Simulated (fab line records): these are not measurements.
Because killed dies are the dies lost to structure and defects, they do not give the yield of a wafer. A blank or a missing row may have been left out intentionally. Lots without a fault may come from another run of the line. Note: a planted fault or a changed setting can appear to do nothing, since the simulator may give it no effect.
fab line records    flow n5_finfet
record: lots: 4  wafers: 12  last_day: 17
route steps=1938 shown BEOL_M8@1350 PASSIVATION@1936
lots with no fault: from the same line, run without faults
start_h: start of the lot's first displayed wafer, in hours after the record's first day    wait_h: hours since the lot's step before    " repeats the value in the row above    L1.1+2: one row covering several wafers at once    - value missing, or start not given    * or withheld: withheld    < > ~ a bound
route shown NAME@n: names a module that has steps shown in the file, with the first one's number in the route    usual: mean and standard deviation over wafers with no fault    same: alike in all rows    chamber/n: place in a boat    sites: readings site by site    _std_site: how widely they spread, as a standard deviation    _edge_site: inner sites' mean taken away from outer sites' mean    radius_mm: for every site, how far away it sits from the centre of the wafer    mask NAME#n: copy n    behind: the tool/chamber that last shaped the wafer    hold: why the lot went on hold/how many hours it stayed there/how the hold came to an end    device: whichever transistor did not switch (one of n, p or np)    end of line: the route-end tests of the same wafers    a step with no rows: only its recipe    killed: count of dies lost to structure and defects at first sort (not the wafer's yield)    map: a wafer's dies, marking killed ones x, the rest . and places with no die _
set.NAME: setting as actually run; set.NAME@STEP: the setting as run at that earlier step    model.NAME: the simulator's own value behind a step, which no gauge read
certain route steps with their lots: each step a table, each wafer a row
services: when a tool's chamber went out of use (start_h, in hours from the record's first day, below 0 if earlier), for how many hours, and the reason
== steps ==
step: N5_BEOL_M8_ETCH_62
recipe: chemistry: N2/H2  target: SOC  target_depth_a: 1100  overetch_a: 220  mask_material: SiARC  temp_c: 40  time_s: 165  ion_energy_ev: 200  pressure_mtorr: 30  source_w: 840  bias_w: 150  n2_flow_sccm: 200  h2_flow_sccm: 200
step: N5_BEOL_M8_STRIP_68
recipe: chemistry: N2/H2  temp_c: 40  n2_flow_sccm: 200  h2_flow_sccm: 200  rf_frequency_hz: 6e+07
step: N5_BEOL_M8_STRIP_67
recipe: chemistry: CF4  resist: SiARC  power_w: 300  bias_power_w: 75  pressure_mtorr: 50  cf4_flow_sccm: 150  rf_frequency_hz: 6e+07
step: N5_BEOL_M8_HM_OPEN_17
recipe: chemistry: Cl2/BCl3  target_depth_a: 200  overetch_a: 60  target: TiN  mask_material: SOC  ion_energy_ev: 150  pressure_mtorr: 10  icp_w: 1000  bias_w: 126  Cl2_flow_sccm: 53.25  bcl3_flow_sccm: 21.75  Ar_flow_sccm: 25
step: N5_BEOL_M8_STRIP_19
recipe: chemistry: O2  power_w: 400  temp_c: 40  pressure_mtorr: 30  rf_frequency_hz: 6e+07  bias_power_w: 0  overash_fraction: 0.2  o2_flow_sccm: 225
step: N5_BEOL_M8_COAT_63
recipe: resist: SOC  temp_c: 250  time_s: 60  spin_rpm: 1500  resist_thk_nm: 60
step: N5_BEOL_M8_COAT_64
recipe: resist: SiARC  temp_c: 220  time_s: 60  spin_rpm: 1500  resist_thk_nm: 12
step: N5_BEOL_M8_COAT_71
recipe: resist: underlayer  temp_c: 205  time_s: 60  spin_rpm: 1500  resist_thk_nm: 5
step: N5_BEOL_M8_COAT_22
recipe: resist: CAR-EUV  spin_rpm: 1500  resist_thk_nm: 30
step: N5_BEOL_M8_EBR_24
recipe: solvent: PGMEA  ebr_width_mm: 1.5
step: N5_BEOL_M8_SOFTBAKE_23
recipe: temp_c: 110  time_s: 60  resist: CAR-EUV
step: N5_BEOL_M8_EXPOSE_25
recipe: mask_id: V7  na: 0.33  source_shape: annular  sigma_inner: 0.4  sigma_outer: 0.8  polarization: unpolarized  target_cd_nm: 40  dose_mj: 42.5
usual: exposure_dose_mJ_cm2: 42.62/0.21
lot.wafer  tool            chamber  start_h  wait_h  mask  exposure_dose_mJ_cm2
L669.1     euv_scanner-02  0        221.00   -       V7#0  42.43
L669.3     "               0        "        "       V7#0  42.44
L669.6     "               0        "        "       V7#0  42.43
L684.3     euv_scanner-02  0        317.50   -       V7#0  38.68
L684.4     "               0        "        "       V7#0  38.67
L684.5     "               0        "        "       V7#0  38.79
L685.2     euv_scanner-02  0        325.21   -       V7#0  39.46
L685.4     "               0        "        "       V7#0  39.43
L685.5     "               0        "        "       V7#0  39.45
L687.3     euv_scanner-01  0        335.34   -       V7#0  42.89
L687.4     "               0        "        "       V7#0  42.90
L687.6     "               0        "        "       V7#0  42.86
step: N5_BEOL_M8_PEB_26
recipe: peb_temp_c: 100  peb_time_s: 60  resist: CAR-EUV
step: N5_BEOL_M8_DEVELOP_27
recipe: develop_time_s: 30  developer: TMAH  resist: CAR-EUV  rinse_liquid: surfactant_rinse  dry: air_spin  dev_temp_c: 23
step: N5_BEOL_M8_CD_MEAS_28
recipe: target_cd_nm: 40  landing_energy_ev: 500  detector: se_inlens
usual: cd_nm: 40.00/0.21
lot.wafer  tool       chamber  start_h  wait_h  cd_nm
L669.1     cd_sem-02  0        221.13   -       40.41
L669.3     "          0        "        "       40.27
L669.6     "          0        "        "       40.33
L684.3     cd_sem-03  0        317.62   -       37.77
L684.4     "          0        "        "       38.04
L684.5     "          0        "        "       37.94
L685.2     cd_sem-02  0        325.34   -       38.69
L685.4     "          0        "        "       38.65
L685.5     "          0        "        "       38.62
L687.3     cd_sem-01  0        335.46   -       39.79
L687.4     "          0        "        "       39.94
L687.6     "          0        "        "       39.94
step: N5_BEOL_M8_DESCUM_33
recipe: chemistry: O2  time_s: 7  source_power_w: 50  bias_power_w: 20  pressure_mtorr: 20  rf_frequency_hz: 2.712e+07  temp_c: 40  resist: CAR-EUV  o2_flow_sccm: 225
usual: drypump_motor_current_A: 5.7/0.33  oes_product_au: 0.81/0.087  rf_vpp_V: 242.8/1.2  showerhead_plenum_p_Torr: 2.07/0.061  throttle_valve_pct: 20.32/0.18
lot.wafer  tool         chamber  start_h  wait_h  drypump_motor_current_A  oes_product_au  rf_hours_counter_h  rf_vpp_V  showerhead_plenum_p_Torr  throttle_valve_pct  model.BEOL_M8.cd_nm
L669.1     rie_diel-02  3        221.45   0.2     5.2                      0.73            201                 243.7     2.16                      20.29               40.4
L669.3     "            2        "        "       5.6                      0.87            54                  242.9     2.04                      20.16               40.2
L669.6     "            1        "        "       5.8                      0.87            -                   242.2     2.05                      20.22               40
L684.3     rie_diel-01  3        317.74   0.0     6.4                      0.87            59                  242.9     2.04                      20.28               37.8
L684.4     "            2        "        "       5.7                      0.81            103                 241.9     2.04                      20.14               38
L684.5     "            1        "        "       5.5                      0.92            -                   242.6     2.06                      20.65               37.8
L685.2     rie_diel-01  1        325.46   0.0     5.5                      0.91            20                  242.2     2.06                      20.67               38.6
L685.4     "            2        "        "       5.8                      0.80            105                 241.4     2.04                      20.13               38.4
L685.5     "            0        "        "       5.2                      0.87            -                   241.7     2.03                      20.31               38.2
L687.3     rie_diel-01  0        335.71   0.2     5.1                      0.86            54                  243.4     2.03                      20.32               39.8
L687.4     "            1        "        "       5.5                      0.90            25                  242.4     2.06                      20.68               40
L687.6     "            3        "        "       6.4                      0.87            -                   240.9     2.03                      20.27               39.8
step: N5_BEOL_M8_ETCH_72
recipe: chemistry: N2/H2  target: underlayer  target_depth_a: 65  mask_material: CAR-EUV  time_s: 5.2  ion_energy_ev: 200  pressure_mtorr: 30  source_w: 840  bias_w: 150  n2_flow_sccm: 200  h2_flow_sccm: 200  ends: cleared
step: N5_BEOL_M8_ETCH_65
recipe: chemistry: CF4  target: SiARC  target_depth_a: 156  mask_material: CAR-EUV  time_s: 26  ion_energy_ev: 80  pressure_mtorr: 40  source_w: 545  bias_w: 36  Ar_flow_sccm: 100  cf4_flow_sccm: 100  ends: cleared
step: N5_BEOL_M8_ETCH_66
recipe: chemistry: N2/H2  target: SOC  target_depth_a: 800  overetch_a: 160  mask_material: SiARC  temp_c: 40  time_s: 120  ion_energy_ev: 200  pressure_mtorr: 30  source_w: 840  bias_w: 150  n2_flow_sccm: 200  h2_flow_sccm: 200
step: N5_BEOL_M8_STRIP_69
recipe: chemistry: N2/H2  temp_c: 40  n2_flow_sccm: 200  h2_flow_sccm: 200  rf_frequency_hz: 6e+07
step: N5_BEOL_M8_STRIP_73
recipe: chemistry: N2/H2  temp_c: 40  n2_flow_sccm: 200  h2_flow_sccm: 200  rf_frequency_hz: 6e+07
step: N5_BEOL_M8_VIA_ETCH_34
recipe: chemistry: C4F6/O2  target: SiCOH_lowk  target_depth_a: 1255  mask_material: SOC  taper_deg: 4  time_s: 50.5  ion_energy_ev: 250  pressure_mtorr: 30  source_w: 345  bias_w: 185  Ar_flow_sccm: 300  C4F6_flow_sccm: 10  O2_flow_sccm: 10
usual: drypump_motor_current_A: 5.7/0.31  oes_product_au: 0.81/0.087  rf_vpp_V: 665/4.2  showerhead_plenum_p_Torr: 2.82/0.079  throttle_valve_pct: 20.78/0.17
lot.wafer  tool         chamber  start_h  wait_h  drypump_motor_current_A  oes_product_au  rf_hours_counter_h  rf_vpp_V  showerhead_plenum_p_Torr  throttle_valve_pct  model.BEOL_M8.cd_nm
L669.1     rie_diel-02  3        221.63   0.0     5.2                      0.72            201                 667       2.95                      20.83               40
L669.3     "            2        "        "       5.7                      0.86            54                  662       2.78                      20.66               40
L669.6     "            1        "        "       5.8                      0.87            -                   662       2.79                      20.69               40
L684.3     rie_diel-01  3        317.92   0.0     6.4                      0.87            59                  668       2.79                      20.79               38
L684.4     "            2        "        "       5.7                      0.80            103                 667       2.76                      20.54               37.8
L684.5     "            1        "        "       5.5                      0.91            -                   669       2.80                      21.06               37.8
L685.2     rie_diel-01  1        325.64   0.0     5.6                      0.90            20                  668       2.79                      21.07               38.6
L685.4     "            2        "        "       5.7                      0.81            105                 665       2.76                      20.52               38.2
L685.5     "            0        "        "       5.2                      0.88            -                   666       2.77                      20.82               38
L687.3     rie_diel-01  0        335.89   0.0     5.2                      0.87            54                  666       2.77                      20.80               39.6
L687.4     "            1        "        "       5.5                      0.89            25                  668       2.79                      21.07               39.8
L687.6     "            3        "        "       6.4                      0.86            -                   668       2.79                      20.80               39.6
step: N5_BEOL_M8_STRIP_76
recipe: chemistry: C4F6/O2  resist: SiARC  rf_frequency_hz: 6e+07
step: N5_PASSIVATION_PROBE_49
usual: defect_limited_yield: 90.9/1.3  killed_at_M0_to_M3: 35/10  killed_at_M4_up: 15/5.7  killed_at_contacts: 14/6.4  killed_at_front_end: 40/11  killed_at_other: 4/3.1  killed_dies: 108/16  killed_on_rim: 14/3.6  killed_open: 71/11  killed_short: 34/7.7  sort_bin_5_function: 5.4/0.9  sort_bin_6_memory: 3.4/0.61  sort_n_pass: 1072/16  sort_yield_pct: 90.9/1.3
same: gross_dies: 1180  killed_at_back_side: 0  sort_bin_4_leakage[%]: 0  sort_bin_8_speed[%]: 0
lot.wafer  tool       chamber  start_h  wait_h  defect_limited_yield[%]  killed_at_M0_to_M3  killed_at_M4_up  killed_at_contacts  killed_at_front_end  killed_at_other  killed_dies  killed_on_rim  killed_open  killed_short  sort_bin_5_function[%]  sort_bin_6_memory[%]  sort_n_pass  sort_yield_pct[%]
L684.3     prober-02  -        390.14   0.1     91.4                     39                  12               15                  35                   1                102          10             74           25            4.9                     3.4                   1078         91.4
L684.4     prober-02  -        390.19   0.2     91.3                     47                  14               4                   34                   4                103          20             62           38            5.4                     2.9                   1077         91.3
L684.5     prober-02  -        390.24   0.2     88.8                     44                  10               18                  52                   8                132          22             95           35            5.7                     5.2                   1048         88.8
killed by level:class
L684.3 MOL_CONTACT_COAG:geometric_particle:open=14 BEOL_M1:geometric_particle:open=12 FIN_SAQP:geometric_particle:open=8 BEOL_M0_SAQP:geometric_particle:open=8 BEOL_M3:geometric_particle:open=6 FIN_SAQP:geometric_particle:short=5 STI_FIN_REVEAL:geometric_particle:open=5 GATE_CUT:geometric_particle:short=5
L684.4 BEOL_M0_SAQP:geometric_particle:short=13 BEOL_M1:geometric_particle:open=11 BEOL_M0_SAQP:geometric_particle:open=8 FIN_SAQP:geometric_particle:open=6 FIN_SAQP:geometric_particle:short=6 BEOL_M4:geometric_particle:open=6 BEOL_M0:geometric_particle:open=4 DUMMY_GATE:geometric_particle:open=3
L684.5 FIN_SAQP:geometric_particle:open=20 MOL_CONTACT_COAG:geometric_particle:open=14 BEOL_M1:geometric_particle:open=13 BEOL_M3:geometric_particle:open=10 DUMMY_GATE:geometric_particle:open=7 BEOL_M0_SAQP:geometric_particle:open=6 BEOL_M0_SAQP:geometric_particle:short=6 FIN_SAQP:geometric_particle:short=5
== services ==
tool            chamber  start_h  hours  kind
euv_scanner-01  -        197.69   1.0    pm
rie_diel-02     0        212.15   22.1   repair
euv_scanner-02  -        219.86   1.0    pm
euv_scanner-02  -        227.46   5.8    pm
rie_diel-01     1        240.61   -      clean
rie_diel-01     1        240.61   -      consumable_replace:focus_ring
rie_diel-01     1        240.61   16.8   scheduled_down
rie_diel-01     1        240.61   16.8   vent_cycle
euv_scanner-01  -        244.49   0.6    repair
euv_scanner-01  -        251.63   4.6    pm
euv_scanner-02  -        276.01   1.0    pm
euv_scanner-01  0        280.67   -      calibration
rie_diel-02     2        281.00   6.7    repair
euv_scanner-02  -        282.00   4.4    repair
rie_diel-01     2        307.95   1.8    repair
euv_scanner-01  -        309.99   1.0    pm
euv_scanner-01  -        313.31   12.0   pm
euv_scanner-02  -        325.49   0.1    repair
euv_scanner-02  -        332.16   1.0    pm
== key ==
first_sign: step: N5_BEOL_M8_EXPOSE_25  reading: exposure_dose_mJ_cm2  direction: down  sigmas: 17  usual: 42.62  struck: 39.08
effect: step: N5_BEOL_M8_CD_MEAS_28  reading: cd_nm  direction: down  sigmas: 8.2  usual: 40.00  struck: 38.29  through: control_loop
model_effect: step: N5_BEOL_M8_DESCUM_33  value: BEOL_M8.cd_nm  without: 40  struck: 38.13
model_effect: step: N5_BEOL_M8_VIA_ETCH_34  value: BEOL_M8.cd_nm  without: 39.9  struck: 38.07
met_at N5_BEOL_M8_EXPOSE_25
struck_wafers L684.3,L684.4,L684.5,L685.2,L685.4,L685.5
loop_trim: step: N5_BEOL_M8_EXPOSE_25  setting: dose  lots: L685
onset_between 221.00 317.50
fault: kind: process_parameter_drift  tool: euv_scanner-02  chamber: -  onset_h: 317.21  steps: N5_BEOL_M8_EXPOSE_25  channel: dose_mj  offset: -3.7544  shape: step  acts_in: these_recipes_only  stated: 42.5
loop_trim: a control loop set the setting to another value than it would have without faults
